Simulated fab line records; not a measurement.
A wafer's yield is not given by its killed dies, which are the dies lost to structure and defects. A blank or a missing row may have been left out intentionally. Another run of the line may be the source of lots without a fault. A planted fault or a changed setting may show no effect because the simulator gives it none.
A lot that was struck, set against a sound lot    flow n5 finfet    37 steps out of a route of 1938
Sound: wafers L472.2, L472.3, L472.5. Struck: wafer L479.3 (L479.1, L479.5, from the same lot, were not struck and are left out); the cause is given at the end.
For every step that has rows: the tool of each side, followed by ch and its chambers, followed by its first start. Under that, the readings that differ: sound wafers    struck wafers    difference of the means    sigmas: that difference in standard deviations of wafers without a fault.
alike: words and numbers the same on both sides, and readings whose means are apart by under 2 such deviations; not compared: readings that were withheld, readings missing a value for some wafer, numbers with overlapping values and no deviation given by the record, and bounds like >300 which may hide the same value.
Wherever a step has rows on one side only, a row that says differs or no value, or a row with sigmas, the two part there. Numbers that have no deviation but don't overlap get no sigmas and don't part them. Lack of a reading on every wafer of one side parts them only where that side has two or more wafers.

N5_BEOL_M4_SPUTTER_90: material Cu, target thk 4.5 nm, time 8.29 s.
  sound on pvd sputter-03 at day 10 11:24; struck on pvd sputter-03 at day 11 10:08
  alike: throttle valve pct
then, 2 steps without rows for these wafers: N5_BEOL_M4_ANNEAL_91 (time 240 s); N5_BEOL_M4_SPUTTER_92 (material Cu, target thk 4.5 nm, time 8.29 s).
N5_BEOL_M4_ANNEAL_93: time 240 s.
  sound on pvd sputter-03 at day 10 11:42; struck on pvd sputter-03 at day 11 10:26
  alike: heater power w
N5_BEOL_M4_SPUTTER_94: material Cu, target thk 4.5 nm, time 8.29 s.
  sound on pvd sputter-03 at day 10 11:50; struck on pvd sputter-03 at day 11 10:35
  alike: throttle valve pct
then, 5 steps without rows for these wafers: N5_BEOL_M4_ANNEAL_95 (time 240 s); N5_BEOL_M4_SPUTTER_96 (material Cu, target thk 4.5 nm, time 8.29 s); N5_BEOL_M4_ECD_50 (material Cu, target thk 300 nm); N5_BEOL_M4_ANNEAL_51 (time 90 s); N5_BEOL_M4_CMP_52 (polishes, stops on SiOC, t overpolish 6.8 s, target thk 40 nm).
N5_BEOL_M4_THK_MEAS_53: measures by xrf.
  sound on film metro-01 at day 10 12:51; struck on film metro-02 at day 11 11:35
  alike: M4_THK
N5_BEOL_M4_PRE_CLEAN_60: time 15 s.
  sound on cvd co-02 ch 0,1,2, day 10 12:53; struck on cvd co-02 ch 0, day 11 11:38
  alike: heater power w
  not compared: since wet clean h
N5_BEOL_M4_CO_CAP_55: material Co, precursor CCTBA/H2, target thk 2 nm, time 102.1 s.
  sound on cvd co-02 ch 0,1,2, day 10 12:56; struck on cvd co-02 ch 0, day 11 11:40
  alike: heater power w
  not compared: since wet clean h
then, 2 steps without rows for these wafers: N5_BEOL_M4_PRE_CLEAN_56 (time 15 s); N5_BEOL_M4_DEP_57 (deposits SiCN from 3MS/NH3, target thk 8 nm, time 14 s).
N5_BEOL_M4_RS_MEAS_58: measures by four-point-probe.
  sound on film metro-02 at day 10 13:07; struck on film metro-01 at day 11 11:51
  alike: M4_RS
N5_BEOL_M4_INSPECT_59: inspects for defects (darkfield).
  sound on defect inspect-01 at day 10 13:08; struck on defect inspect-01 at day 11 11:53
reading           sound     struck  difference  sigmas
raw defect count  72 41 37  746     +696        +28
N5_BEOL_M4_RC_MEAS_101:
  sound on prober-01 ch 0, day 10 13:19; struck on prober-02 ch 0, day 11 11:54
  alike: DIBL_N, DIBL_P, IOFF_N, IOFF_P, ION_N, ION_P, SS_N, SS_P, VT_N, VT_P
then, 2 steps without rows for these wafers: N5_BEOL_M5_ILD_DEP_00 (deposits SiCOH lowk from DEMS/porogen, target thk 140.64 nm, time 25.9 s); N5_BEOL_M5_CURE_79 (cures SiCOH lowk, time 240 s).
N5_BEOL_M5_THK_MEAS_01:
  sound on film metro-02 at day 10 14:42; struck on film metro-02 at day 11 13:26
  alike: M5_ILD_THK
then, 1 step without rows for these wafers: N5_BEOL_M5_PECVD_70 (deposits SiO2 from TEOS/O2, target thk 16 nm, time 18 s).
N5_BEOL_M5_HM_DEP_02: deposits TiN, target thk 20 nm.
  sound on pvd sputter-03 at day 10 16:01; struck on pvd sputter-01 at day 11 14:10
  alike: throttle valve pct
then, 9 steps without rows for these wafers: N5_BEOL_M5_COAT_59 (time 60 s, resist thk 60 nm); N5_BEOL_M5_COAT_60 (time 60 s, resist thk 12 nm); N5_BEOL_M5_COAT_71 (time 60 s, resist thk 5 nm); N5_BEOL_M5_COAT_05 (resist thk 30 nm); N5_BEOL_M5_EBR_07; N5_BEOL_M5_SOFTBAKE_06 (time 60 s); N5_BEOL_M5_EXPOSE_08 (exposes mask M5, target cd 28 nm); N5_BEOL_M5_PEB_09 (peb time 60 s); N5_BEOL_M5_DEVELOP_10 (develop time 30 s).
N5_BEOL_M5_CD_MEAS_11: the cd target is 27.74 nm.
  sound on cd sem-01 ch 0, day 10 16:25; struck on cd sem-02 ch 0, day 11 14:34
  alike: cd nm
N5_BEOL_M5_OVL_MEAS_12:
  sound on overlay-01 ch 0, day 10 16:27; struck on overlay-01 ch 0, day 11 14:36
  alike: M5_OVL
N5_BEOL_M5_INSPECT_13: inspects for defects (brightfield).
  sound on defect inspect-02 at day 10 16:30; struck on defect inspect-01 at day 11 14:40
reading           sound        struck  difference  sigmas
raw defect count  348 474 342  1327    +939        +9
then, 1 step without rows for these wafers: N5_BEOL_M5_DESCUM_16 (chemistry O2, time 7 s).
-- here the record skips 4 days between the struck wafers' starts before and after, leaving off in module BEOL_M5 and picking up in module PASSIVATION (first step shown: number 1936 of the route) --
N5_PASSIVATION_PROBE_49:
  sound on prober-01 at day 15 00:37; struck on prober-02 at day 15 21:25
reading                   sound           struck  difference  sigmas
defect limited yield (%)  90.2 90.1 90.8  80.4    -10.0       -7
killed_at_M4_up           15 9 8          140     +129        +26
killed at other           2 7 3           13      +9          +3
killed dies               116 117 109     231     +117        +7
sort_bin_5_function (%)   5.8 4.8 5.4     12.6    +7.3        +8
sort n pass               1064 1063 1071  949     -117        -7
sort yield pct (%)        90.2 90.1 90.8  80.4    -10.0       -7
  alike: killed_at_M0_to_M3, killed at contacts, killed at front end, killed on rim, killed open, killed short, sort_bin_6_memory, sort_bin_8_speed

== WHERE THEY PART ==
Earliest at N5_BEOL_M4_INSPECT_59; latest, in this record, at N5_PASSIVATION_PROBE_49.

WHY: whatever the simulator had introduced
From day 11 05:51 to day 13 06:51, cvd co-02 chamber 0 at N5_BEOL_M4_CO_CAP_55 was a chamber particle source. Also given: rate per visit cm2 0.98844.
